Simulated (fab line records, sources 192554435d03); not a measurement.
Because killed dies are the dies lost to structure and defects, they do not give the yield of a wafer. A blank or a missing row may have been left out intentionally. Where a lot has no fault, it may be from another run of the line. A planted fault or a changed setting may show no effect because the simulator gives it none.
Which of the tools did it? ; flow n5-finfet ; route of 1938 steps, sampled at 1 step: 12 lots, 36 wafers

== WHAT EACH GAUGE READ, for each wafer ==
N5_HKMG_FIN_INSPECT_61: inspects for defects (macro).
lot;measured;on;raw-defect-count
L075;day 4 04:35;defect-inspect-02;3 1 2
L077;day 4 17:14;defect-inspect-02;1 3 4
L079;day 5 07:01;defect-inspect-01;1 1 1
L081;day 5 18:00;defect-inspect-02;1 3 2
L083;day 6 03:43;defect-inspect-02;1 3 4
L085;day 6 20:46;defect-inspect-02;0 3 1
L088;day 7 13:27;defect-inspect-02;3 0 3
L089;day 8 02:20;defect-inspect-02;1 1 2
L091;day 8 12:29;defect-inspect-02;3 3 2
L093;day 8 20:13;defect-inspect-02;3 4 0
L095;day 9 06:52;defect-inspect-01;4 2 2
L097;day 9 19:08;defect-inspect-01;1 2 1

== EACH LOT AND THE TOOL THAT RAN IT (in order: tool; ch and the chambers of the sampled wafers; start) ==
The record shows no process step preceding these readings.

== THE ANSWER, worked out from the rows above alone ==
Rule: the lots themselves supply what counts as usual. Put in order of their means at a reading, lots are off if they are a third of the lots or fewer, leave a main group of 4 or more, and stand apart from it by a gap of 3 or more times the standard deviation of the main group's means; of several such gaps the widest counts. A main group is skipped when, at the precision printed for the reading in the tables above, its means are all equal. A lot without any number at a reading at which 4 lots or more have one is off too. All remaining lots with rows at the step are treated as sound.
No lot is off at any reading shown: from this, nothing can be told.

== WHAT THE SIMULATOR HAD PUT IN ==
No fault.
